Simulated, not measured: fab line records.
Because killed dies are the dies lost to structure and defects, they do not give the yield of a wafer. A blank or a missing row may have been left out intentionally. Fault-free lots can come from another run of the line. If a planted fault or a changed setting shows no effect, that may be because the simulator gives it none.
What tool caused it?    flow nandHarc    12 lots with 36 wafers sampled at 6 steps, on a route of 1302 steps

## WHAT EACH GAUGE READ, for each wafer
NHARC_A_BLC_OVL_MEAS_11. Usual: overlayXNm 0.0 nm, standard deviation 0.77; overlayYNm -0.2 nm, standard deviation 0.78.
lot   measured      on          overlayXNm (nm)  overlayYNm (nm)  flag
L118  day 22 14:54  overlay-02  -0.3 -0.2 -0.3   -1.3 -1.0 -1.1   
L117  day 22 16:01  overlay-02  0.1 -0.1 -0.1    -0.3 -0.4 -0.2   
L119  day 23 21:04  overlay-01  -0.6 -0.2 -0.8   -0.6 -0.2 -0.3   
L121  day 23 23:55  overlay-01  -0.5 -0.5 -0.5   -0.6 -0.9 -0.6   
L122  day 24 16:40  overlay-02  -1.4 -1.2 -1.0   1.1 1.5 0.8      
L123  day 25 20:19  overlay-01  0.2 0.2 -0.6     1.2 1.5 0.9      
L126  day 26 09:52  overlay-02  -0.4 -0.3 0.0    -0.8 -0.8 -0.4   
L127  day 28 07:16  overlay-01  -0.3 -0.3 -0.2   -0.2 0.0 0.0     
L131  day 29 11:25  overlay-01  -0.6 -0.2 -0.6   -0.6 -0.4 -0.8   
L132  day 29 23:04  overlay-01  0.2 -0.2 0.0     -0.4 -0.5 -0.5   
L137  day 31 01:50  overlay-02  0.4 0.4 0.6      -0.5 -1.0 -0.2   
L140  day 32 11:49  overlay-02  -1.0 0.1 0.1     -1.6 -0.6 -0.6   

NHARC_A_M0_CD_MEAS_09 targets a cd of 80 nm. Usual: cdNm 79.8 nm, standard deviation 0.84.
lot   measured      on        cdNm (nm)                      flag
L118  day 22 18:51  cdSem-02  79.3 78.2 79.0                 
L117  day 22 19:58  cdSem-01  79.5 81.1 81.0                 
L119  day 24 01:18  cdSem-01  79.4 80.7 80.2                 
L121  day 24 04:32  cdSem-03  79.8 79.4 80.2                 
L122  day 24 20:45  cdSem-02  77.3 78.5 78.7                 
L123  day 26 00:17  cdSem-01  79.4 80.4 77.6                 
L126  day 26 13:51  cdSem-01  80.0 80.0 79.6                 
L127  day 28 11:40  cdSem-03  78.1 80.1 79.1                 
L131  day 29 15:31  cdSem-01  80.6 81.1 80.0                 
L132  day 30 03:09  cdSem-03  37.8 37.1 37.9 37.5 36.7 37.6  OFF
L137  day 31 05:48  cdSem-03  46.9 46.9 48.2 46.9 46.7 47.9  OFF
L140  day 32 15:46  cdSem-02  80.1 79.7 80.2                 

NHARC_A_M0_CD_MEAS_16. Usual: cdNm 79.8 nm, standard deviation 1.
lot   measured      on        cdNm (nm)                      flag
L118  day 22 19:21  cdSem-02  79.2 78.5 77.9                 
L117  day 22 20:27  cdSem-01  79.4 81.2 81.3                 
L119  day 24 01:47  cdSem-02  80.0 80.3 80.6                 
L121  day 24 05:02  cdSem-02  80.4 78.9 80.2                 
L122  day 24 21:15  cdSem-02  76.7 78.6 77.6                 
L123  day 26 00:46  cdSem-01  80.6 80.0 77.5                 
L126  day 26 14:20  cdSem-02  80.3 80.5 80.0                 
L127  day 28 12:10  cdSem-03  78.7 80.3 78.3                 
L131  day 29 16:01  cdSem-01  79.5 80.5 80.3                 
L137  day 31 09:32  cdSem-01  46.4 46.0 47.6 46.6 46.0 47.9  OFF
L140  day 32 16:14  cdSem-01  80.5 80.3 81.5                 

## EACH LOT AND THE TOOL THAT RAN IT (in order: tool; ch and the chambers of the sampled wafers; start)
lot   NHARC_A_BLC_ETCH_17                           NHARC_A_M0_EXPOSE_06               NHARC_A_M0_ETCH_15
L118  rieDiel-13 ch 0,2,3, day 22 18:43 or earlier  arfiScanner-02 ch 0, day 22 18:43  rieDiel-04 ch 1,2, day 22 19:21 or earlier
L117  rieDiel-13 ch 0,1, day 22 19:50 or earlier    arfiScanner-01 ch 0, day 22 19:50  rieDiel-04 ch 0,3, day 22 20:27 or earlier
L119  rieDiel-12 ch 0,2,3, day 24 01:10 or earlier  arfiScanner-03 ch 0, day 24 01:10  rieDiel-04 ch 2,3, day 24 01:47 or earlier
L121  rieDiel-06 ch 1,2,3, day 24 04:23 or earlier  arfiScanner-02 ch 0, day 24 04:23  rieDiel-09 ch 0,2,3, day 24 05:02 or earlier
L122  rieDiel-13 ch 0,3, day 24 20:37 or earlier    arfiScanner-01 ch 0, day 24 20:37  rieDiel-09 ch 0,1,3, day 24 21:15 or earlier
L123  rieDiel-13 ch 0,2, day 26 00:08 or earlier    arfiScanner-03 ch 0, day 26 00:08  rieDiel-04 ch 1,3, day 26 00:46 or earlier
L126  rieDiel-13 ch 0,2,3, day 26 13:43 or earlier  arfiScanner-01 ch 0, day 26 13:43  rieDiel-02 ch 0,1,3, day 26 14:20 or earlier
L127  rieDiel-12 ch 0,1,3, day 28 11:32 or earlier  arfiScanner-03 ch 0, day 28 11:32  rieDiel-04 ch 0,1, day 28 12:10 or earlier
L131  rieDiel-06 ch 0,1,3, day 29 15:23 or earlier  arfiScanner-01 ch 0, day 29 15:23  rieDiel-09 ch 0,1,2, day 29 16:01 or earlier
L132  rieDiel-12 ch 1,3, day 30 03:01 or earlier    arfiScanner-02 ch 0, day 30 03:01  -
L137  rieDiel-12 ch 0,2,3, day 31 05:40 or earlier  arfiScanner-02 ch 0, day 31 05:40  rieDiel-09 ch 0,2,3, day 31 09:32 or earlier
L140  rieDiel-13 ch 0,1,3, day 32 15:37 or earlier  arfiScanner-01 ch 0, day 32 15:37  rieDiel-04 ch 0,3, day 32 16:14 or earlier
- NHARC_A_BLC_ETCH_17: etches the open film in N2/H2, target depth 390 nm, time 609.38 s.
- NHARC_A_M0_EXPOSE_06: exposes mask A M0, target cd 80 nm.
- NHARC_A_M0_ETCH_15: etches the open film in C4F8/Ar, target depth 150 nm, overetch 15 nm, time 82.5 s.

## WHAT THE TOOLS THEMSELVES READ (means of the sampled wafers that have a number; where no wafer has one, the mark that the record gives instead)
NHARC_A_BLC_ETCH_17. Usual: drypumpMotorCurrentA 5.5 A, standard deviation 0.39; oesProductAu 1.003 a.u., standard deviation 0.0093; rfVppV 429.7 V, standard deviation 2.5; showerheadPlenumPTorr 2.01 Torr, standard deviation 0.088; throttleValvePct 14.170 %, standard deviation 0.0094.
lot   tool        drypumpMotorCurrentA (A)  oesProductAu (a.u.)  rfVppV (V)  showerheadPlenumPTorr (Torr)  throttleValvePct (%)  flag
L118  rieDiel-13  5.3                       1.002                430.0       2.06                          14.177                
L117  rieDiel-13  5.7                       1.011                429.0       1.99                          14.171                
L119  rieDiel-12  5.3                       0.996                429.8       2.04                          14.170                
L121  rieDiel-06  5.6                       1.010                430.9       2.03                          14.172                
L122  rieDiel-13  5.4                       0.998                430.1       2.04                          14.172                
L123  rieDiel-13  5.2                       1.003                431.1       2.05                          14.169                
L126  rieDiel-13  5.4                       0.993                430.3       2.05                          14.172                
L127  rieDiel-12  5.5                       1.000                429.0       2.01                          14.158                
L131  rieDiel-06  5.7                       1.012                428.1       1.93                          14.170                
L132  rieDiel-12  5.4                       0.995                426.9       1.93                          14.169                
L137  rieDiel-12  5.3                       0.999                430.2       2.03                          14.163                
L140  rieDiel-13  5.6                       0.991                429.3       2.00                          14.165                

NHARC_A_M0_EXPOSE_06. Usual: exposureDoseMJCm2 83.20, standard deviation 0.11.
lot   tool            exposureDoseMJCm2  flag
L118  arfiScanner-02  83.16              
L117  arfiScanner-01  83.17              
L119  arfiScanner-03  83.16              
L121  arfiScanner-02  83.16              
L122  arfiScanner-01  83.27              
L123  arfiScanner-03  83.37              
L126  arfiScanner-01  83.06              
L127  arfiScanner-03  83.20              
L131  arfiScanner-01  83.19              
L132  arfiScanner-02  42.64              OFF
L137  arfiScanner-02  50.78              OFF
L140  arfiScanner-01  83.00              

NHARC_A_M0_ETCH_15. Usual: oesProductAu 0.950 a.u., standard deviation 0.025; rfVppV 441.6 V, standard deviation 2.4.
lot   tool        oesProductAu (a.u.)  rfVppV (V)  flag
L118  rieDiel-04  0.953                442.7       
L117  rieDiel-04  0.984                441.6       
L119  rieDiel-04  0.965                438.2       
L121  rieDiel-09  0.920                442.1       
L122  rieDiel-09  0.966                442.4       
L123  rieDiel-04  0.965                442.7       
L126  rieDiel-02  0.951                441.9       
L127  rieDiel-04  0.976                443.6       
L131  rieDiel-09  0.973                441.0       
L137  rieDiel-09  0.987                442.3       
L140  rieDiel-04  0.967                440.6       

## THE ANSWER, worked out from the rows above alone
Rule: take the mean of a lot's wafers that have a number; if it is more than 3 standard deviations from the usual mean, the lot is off. Also off: a lot with no number at a reading for which 4 or more lots have one. Any other lot the step has rows for is counted as sound. After the gauges, taken in route order, come the tools' own readings; for these a lot's mean is taken, as printed above. The first step at which some lot is off is used, and at that step the reading that is off furthest; a lot without a number counts as furthest.
Off, at NHARC_A_M0_CD_MEAS_09 on cdNm: L132, L137.
A tool fits if, at a process step before that reading, it ran every lot that is off, and no sound lot after the first of them. Not tried: the gauges at NHARC_A_M0_CD_MEAS_09; whatever is off there is also off at NHARC_A_M0_EXPOSE_06, on other tools, and gauge error can't account for it. Because NHARC_A_BLC_ETCH_17 lacks a start for some lots, the hours and order of its lots are taken from NHARC_A_M0_EXPOSE_06. This does not decide it: 2 tools fit, namely rieDiel-12 at NHARC_A_BLC_ETCH_17 and arfiScanner-02 at NHARC_A_M0_EXPOSE_06.

## WHAT WAS PUT IN BY THE SIMULATOR
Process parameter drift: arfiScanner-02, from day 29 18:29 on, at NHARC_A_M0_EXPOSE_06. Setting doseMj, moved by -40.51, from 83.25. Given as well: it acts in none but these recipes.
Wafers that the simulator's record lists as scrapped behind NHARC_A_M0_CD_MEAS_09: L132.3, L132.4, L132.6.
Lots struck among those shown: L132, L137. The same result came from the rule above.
